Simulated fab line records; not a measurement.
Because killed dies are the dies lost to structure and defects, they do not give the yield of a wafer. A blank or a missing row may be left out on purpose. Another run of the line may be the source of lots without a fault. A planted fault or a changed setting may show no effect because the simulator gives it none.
Chamber matching :: flow nandHarc :: 4 sister chambers for NHARC_A_STAIRCASE_DESCUM_168 on rieDiel-02
The step chemistry O2, time 3 s. 8 wafers are shown with their chamber, then 8 later ones without.

WAFERS, EACH WITH ITS CHAMBER
wafer: L079.1
chamber: 2
showerheadPlenumPTorr (Torr): 1.82
drypumpMotorCurrentA (A): 5.9

wafer: L079.2
chamber: 1
showerheadPlenumPTorr (Torr): 1.96
drypumpMotorCurrentA (A): 5.4

wafer: L081.4
chamber: 0
showerheadPlenumPTorr (Torr): 1.80
drypumpMotorCurrentA (A): 5.6

wafer: L081.6
chamber: 3
showerheadPlenumPTorr (Torr): 2.04
drypumpMotorCurrentA (A): 5.3

wafer: L084.2
chamber: 0
showerheadPlenumPTorr (Torr): 1.80
drypumpMotorCurrentA (A): 5.6

wafer: L084.3
chamber: 3
showerheadPlenumPTorr (Torr): 2.04
drypumpMotorCurrentA (A): 5.3

wafer: L084.4
chamber: 2
showerheadPlenumPTorr (Torr): 1.81
drypumpMotorCurrentA (A): 6.0

wafer: L085.1
chamber: 1
showerheadPlenumPTorr (Torr): 1.95
drypumpMotorCurrentA (A): 5.3

WAFERS WITH NO CHAMBER GIVEN
wafer: L085.5
showerheadPlenumPTorr (Torr): 2.04
drypumpMotorCurrentA (A): 5.3

wafer: L085.6
showerheadPlenumPTorr (Torr): 1.80
drypumpMotorCurrentA (A): 5.6

wafer: L095.2
showerheadPlenumPTorr (Torr): 1.79
drypumpMotorCurrentA (A): 5.6

wafer: L095.3
showerheadPlenumPTorr (Torr): 1.80
drypumpMotorCurrentA (A): 6.0

wafer: L095.6
showerheadPlenumPTorr (Torr): 2.02
drypumpMotorCurrentA (A): 5.2

wafer: L097.2
showerheadPlenumPTorr (Torr): 1.78
drypumpMotorCurrentA (A): 5.6

wafer: L097.5
showerheadPlenumPTorr (Torr): 2.02
drypumpMotorCurrentA (A): 5.3

wafer: L097.6
showerheadPlenumPTorr (Torr): 1.78
drypumpMotorCurrentA (A): 5.6

WHICH CHAMBER EACH ONE RAN IN
wafer: L085.5
from the rows above: 3
in truth: 3

wafer: L085.6
from the rows above: 0
in truth: 0

wafer: L095.2
from the rows above: 0
in truth: 0

wafer: L095.3
from the rows above: 2
in truth: 2

wafer: L095.6
from the rows above: 3
in truth: 3

wafer: L097.2
from the rows above: 0
in truth: 0

wafer: L097.5
from the rows above: 3
in truth: 3

wafer: L097.6
from the rows above: 0
in truth: 0
8 of 8 placed correctly. From these rows, 0 cannot be placed. Wrongly placed: 0.
How it was worked out, from the rows above alone: a wafer's distance from a chamber is the root of the sum, over the readings, of the square of ((its reading less the chamber's mean) divided by the reading's scatter). The wafer belongs to the nearest chamber; if the next one is less than 2 further off, it can't be placed. For every chamber, the mean is computed from those of its wafers that are shown. The scatter is the square root of a quotient: the sum, over the shown wafers, of each reading's squared deviation from its chamber's mean, divided by wafers minus chambers.
